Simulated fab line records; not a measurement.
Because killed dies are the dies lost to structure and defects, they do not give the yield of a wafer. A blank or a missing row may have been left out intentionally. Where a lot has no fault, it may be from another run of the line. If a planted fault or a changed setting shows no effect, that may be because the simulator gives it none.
Split-lot study | flow n5-finfet | on a route of 1938 steps: 7 lots, 21 wafers read

== SPLIT DETAILS ==
At N5_BEOL_M0_ETCH_109 (etches SiCN in CH3F/O2, target depth 8 nm, overetch 2.4 nm, time 27.4 s), the setting bias-w was moved away from the recipe's 75 W on 10 of the 21 wafers read, by -11.8% to +16.9%. For the rest of the wafers, this setting stayed at what the recipe calls for.

The split's own step is where the reading is taken.

== THE READING ==
rf-vpp-V, in V, at N5_BEOL_M0_ETCH_109 (etches SiCN in CH3F/O2, target depth 8 nm, overetch 2.4 nm, time 27.4 s). Fault-free wafers of this fab line usually give 297.9 V, standard deviation 1.7 V.

wafer  | tool, chamber at the split | bias-w as run, W | against the recipe | rf-vpp-V, V | against lot-mates on the recipe
L085.2 | rie-diel-02, 0             | 66.12            | -11.8%             | 277.7       | no lot-mate on the recipe
L085.4 | rie-diel-02, 3             | 66.12            | -11.8%             | 274.4       | no lot-mate on the recipe
L085.6 | rie-diel-02, 2             | 66.12            | -11.8%             | 276.7       | no lot-mate on the recipe
L090.2 | rie-diel-05, 0             | 75               | recipe             | 299.3       | -
L090.3 | rie-diel-05, 3             | 86.09            | +14.8%             | 326.4       | +27.1
L090.5 | rie-diel-05, 0             | 86.09            | +14.8%             | 325.5       | +26.2
L091.1 | rie-diel-03, 3             | 75               | recipe             | 298.1       | -
L091.3 | rie-diel-03, 2             | 75               | recipe             | 298.0       | -
L091.6 | rie-diel-03, 0             | 84.88            | +13.2%             | 320.5       | +22.4
L092.1 | rie-diel-05, 0             | 87.66            | +16.9%             | 331.8       | +34.2
L092.5 | rie-diel-05, 1             | 75               | recipe             | 295.8       | -
L092.6 | rie-diel-05, 0             | 75               | recipe             | 299.5       | -
L094.2 | rie-diel-05, 0             | 75               | recipe             | 298.6       | -
L094.3 | rie-diel-05, 2             | 75               | recipe             | 296.3       | -
L094.5 | rie-diel-05, 1             | 75               | recipe             | 296.6       | -
L095.1 | rie-diel-02, 3             | 84.21            | +12.3%             | 317.8       | no lot-mate on the recipe
L095.2 | rie-diel-02, 1             | 84.21            | +12.3%             | 320.8       | no lot-mate on the recipe
L095.5 | rie-diel-02, 2             | 84.21            | +12.3%             | 322.0       | no lot-mate on the recipe
L096.2 | rie-diel-03, 3             | 75               | recipe             | 297.6       | -
L096.5 | rie-diel-03, 1             | 75               | recipe             | 297.1       | -
L096.6 | rie-diel-03, 2             | 75               | recipe             | 298.4       | -

THE FIT
A straight line over all 21 wafers: rf-vpp-V changes by +1.86 V for each +1% of bias-w; r = +1.00; the points scatter about the line by 1.5 V.
The same after taking each lot's own level away (the mean of its wafers on the recipe; 15 wafers): +1.86 V for each +1%; r = +0.99; scatter 1.4 V.
According to that fit, moving bias-w by its largest amount changes the reading by 31 V.
From 297.17 to 299.30 V: that is the span of the lots' own levels, equal to 1.3 times the standard deviation above.
Consequently the slope shifts little with the lot-to-lot level, the two slopes agreeing.
Check: with one of the wafers moved furthest among these (+16.9%) left out of the fit, the line predicts +30 V for it against its lot-mates. Against them it came out at +34.2 V.
Tool readings at the split's step, against how far the setting was moved: rf-vpp-V r = +1.00.

== OTHER SPLITS ON THESE WAFERS ==
Note: prior to the reading, these wafers also went through further splits. Each is held against what the fit with the lots' levels taken away leaves over:
other split on the same wafers      | wafers away from the commonest value | r with rf-vpp-V (lot level and that fit taken away)
N5_HKMG_FIN_COAT_43 spin-rpm        | 9                                    | +0.47
N5_MOL_CONTACT_COAG_PECVD_31 temp-c | 7                                    | -0.19
N5_BEOL_M0_SAQP_PECVD_04 time-s     | 7                                    | +0.16
N5_BEOL_M0_SAQP_COAT_34 spin-rpm    | 8                                    | +0.53
N5_BEOL_M0_ETCH_128 source-w        | 8                                    | -0.07

== FILE'S OWN FIT ==
rf-vpp-V changes by +1.87 V for each +1% of bias-w, r = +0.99.
